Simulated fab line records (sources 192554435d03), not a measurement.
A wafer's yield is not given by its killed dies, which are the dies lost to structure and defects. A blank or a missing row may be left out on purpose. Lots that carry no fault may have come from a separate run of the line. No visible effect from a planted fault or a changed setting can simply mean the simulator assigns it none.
2 desks, one fault ; flow n5_finfet ; numbers are kept per desk, each desk with only its own; the story behind them comes last

== FOR THE TOOL OWNER'S DESK: rie_si-06 ==
The tool's own readings at N5_FIN_SAQP_FIN_ETCH_36 (etches the open film in HBr/Cl2/O2, target depth 120 nm, time 50.4 s): means of the sampled wafers that have a number, for each lot that ran on this tool. If a lot's mean is further than 4 standard deviations from the usual mean, the lot is out of limits and carries the mark OUT (the distance appears in the brackets).
Columns: A = drypump_motor_current_A at N5_FIN_SAQP_FIN_ETCH_36, usual 5.7 A; B = oes_o_777_au at N5_FIN_SAQP_FIN_ETCH_36, usual 0.99 a.u.; C = oes_product_au at N5_FIN_SAQP_FIN_ETCH_36, usual 0.996 a.u.; D = rf_fwd_power_W at N5_FIN_SAQP_FIN_ETCH_36, usual 796.1 W; E = throttle_valve_pct at N5_FIN_SAQP_FIN_ETCH_36, usual 36.0 %
lot;first seen here;A;B;C;D;E
L409;day 2 09:05;5.4;0.97;0.982;795.8;35.9
L415;day 3 20:54;5.8;0.98;1.011;798.7;36.4
L417;day 4 09:38;5.6;0.98;0.995;794.6;36.2
L422;day 5 18:43;5.3;1.41 (+11) OUT;1.053;938.2 (+53) OUT;35.8
L424;day 6 02:51;5.9;1.43 (+11) OUT;1.051;940.3 (+53) OUT;36.0
This desk finds L422, L424 out of limits, L422 being first, at day 5 18:43 (oes_o_777_au at N5_FIN_SAQP_FIN_ETCH_36). L409, L415, L417 stayed within limits.

== AT THE METROLOGY DESK ==
Means of the sampled wafers that have a number, per lot and without regard to the tool the lot ran on: this is what the gauges read. If a lot's mean is further than 4 standard deviations from the usual mean, the lot is out of limits and carries the mark OUT (the distance appears in the brackets). Of its 13 readings 7 are shown: the one that was out of limits first, and those that lie furthest out on some lot.
Columns: A = trench_depth_nm at N5_FIN_SAQP_OCD_MEAS_76, usual 120.0 nm; B = DIBL_N at N5_BEOL_M4_RC_MEAS_101, usual 37.0 mV/V; C = IOFF_N at N5_BEOL_M4_RC_MEAS_101, usual 0.17 nA/um; D = ION_N at N5_BEOL_M4_RC_MEAS_101, usual 672 uA/um; E = ION_P at N5_BEOL_M4_RC_MEAS_101, usual 461 uA/um; F = SS_N at N5_BEOL_M4_RC_MEAS_101, usual 71.6 mV/dec; G = VT_P at N5_BEOL_M4_RC_MEAS_101, usual -250 mV
lot;first seen here;A;B;C;D;E;F;G
L409;day 2 06:56;118.8;35.5;0.15;673;469;71.5;-245
L415;day 3 18:52;122.2;37.7;0.17;686;463;71.9;-252
L417;day 4 07:34;120.4;36.6;0.16;672;462;71.7;-254
L418;day 4 11:58;120.1;35.5;0.15;669;456;70.9;-254
L422;day 5 14:55;130.2 (+6.0) OUT;34.2;0.12;657;456;70.5;-251
L424;day 6 00:38;129.5 (+5.6) OUT;37.9;0.19;681;468;71.3;-245
L429;day 7 08:41;121.6;38.0;0.15;661;451;71.9;-254
L430;day 7 12:47;118.9;35.8;0.15;672;465;71.7;-250
L431;day 7 21:24;119.4;37.3;0.16;676;466;71.3;-248
This desk finds L422, L424 out of limits, L422 being first, at day 5 18:59 (trench_depth_nm at N5_FIN_SAQP_OCD_MEAS_76). L409, L415, L417, L418, L429, L430, L431 stayed within limits.

== BROUGHT TOGETHER ==
The tool owner's desk had the chance to raise an alarm at day 5 18:43 on L422, L424.
The metrology desk could have raised an alarm at day 5 18:59, on L422, L424.
N5_FIN_SAQP_FIN_ETCH_36 was run on rie_si-06 by each of the lots named.

== WHAT THE SIMULATOR HAD INSERTED ==
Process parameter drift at N5_FIN_SAQP_FIN_ETCH_36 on rie_si-06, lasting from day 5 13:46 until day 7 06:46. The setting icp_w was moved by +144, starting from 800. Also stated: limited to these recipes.
Lots struck among those shown: L422, L424.
Counting hours from when the fault started, the first reading out of limits came at 5 for the tool owner's desk and at 5 for the metrology desk.
